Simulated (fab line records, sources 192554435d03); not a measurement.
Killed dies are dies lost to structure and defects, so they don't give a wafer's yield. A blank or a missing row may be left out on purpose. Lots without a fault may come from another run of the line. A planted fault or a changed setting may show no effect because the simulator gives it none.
Chamber matching | flow n5_finfet | N5_BEOL_M0_SAQP_STRIP_108 on rie_diel-03: 4 sister chambers
The step strips in N2/H2. 16 wafers are shown with their chamber, then 8 later ones without.

WAFERS WITH THEIR CHAMBER
wafer  | chamber | showerhead_plenum_p_Torr (Torr) | drypump_motor_current_A (A) | throttle_valve_pct (%)
L078.1 | 3       | 3.46                            | 6.5                         | 19.1
L078.4 | 1       | 3.30                            | 5.9                         | 18.6
L078.5 | 3       | 3.46                            | 6.5                         | 19.1
L079.3 | 0       | 3.37                            | 5.3                         | 18.6
L079.4 | 3       | 3.46                            | 6.5                         | 19.1
L079.6 | 3       | 3.46                            | 6.4                         | 19.1
L080.1 | 0       | 3.37                            | 5.2                         | 18.6
L080.3 | 2       | 3.32                            | 6.6                         | 19.1
L080.4 | 0       | 3.37                            | 5.3                         | 18.6
L081.2 | 2       | 3.32                            | 6.6                         | 19.1
L081.3 | 3       | 3.45                            | 6.5                         | 19.1
L081.5 | 2       | 3.32                            | 6.5                         | 19.1
L083.4 | 2       | 3.32                            | 6.6                         | 19.1
L083.5 | 1       | 3.30                            | 5.8                         | 18.1
L083.6 | 0       | 3.37                            | 5.3                         | 18.6
L092.1 | 1       | 3.29                            | 5.9                         | 18.2

SIGNATURES (means of the wafers above)
reading                  | chamber 0 | chamber 1 | chamber 2 | chamber 3 | scatter within a chamber
showerhead_plenum_p_Torr | 3.3700    | 3.2967    | 3.3200    | 3.4580    | 0.0035
drypump_motor_current_A  | 5.275     | 5.867     | 6.575     | 6.480     | 0.0497
throttle_valve_pct       | 18.600    | 18.300    | 19.100    | 19.100    | 0.108
Rule: a wafer's distance from a chamber is the root of the sum, over the readings, of the square of ((its reading less the chamber's mean) divided by the reading's scatter). The wafer belongs to the nearest chamber; if the next one is less than 2 further off, it can't be placed. The scatter: the root of (the sum of the squares of (reading less its chamber's mean) over the shown wafers, divided by (wafers less chambers)).

WAFERS WITHOUT THEIR CHAMBER
wafer  | showerhead_plenum_p_Torr (Torr) | drypump_motor_current_A (A) | throttle_valve_pct (%)
L092.3 | 3.45                            | 6.4                         | 19.1
L092.4 | 3.31                            | 6.6                         | 19.2
L093.1 | 3.31                            | 6.6                         | 19.1
L093.5 | 3.29                            | 5.8                         | 18.2
L093.6 | 3.36                            | 5.3                         | 18.7
L094.2 | 3.35                            | 5.3                         | 18.7
L094.3 | 3.29                            | 5.9                         | 18.2
L094.5 | 3.29                            | 5.8                         | 18.2

WHICH CHAMBER EACH WENT THROUGH
wafer  | from the rows above | in truth
L092.3 | 3                   | 3
L092.4 | 2                   | 2
L093.1 | 2                   | 2
L093.5 | 1                   | 1
L093.6 | 0                   | 0
L094.2 | 0                   | 0
L094.3 | 1                   | 1
L094.5 | 1                   | 1
Placed correctly: 8 of 8. Can't be placed from these rows: 0. Placed wrongly: 0.
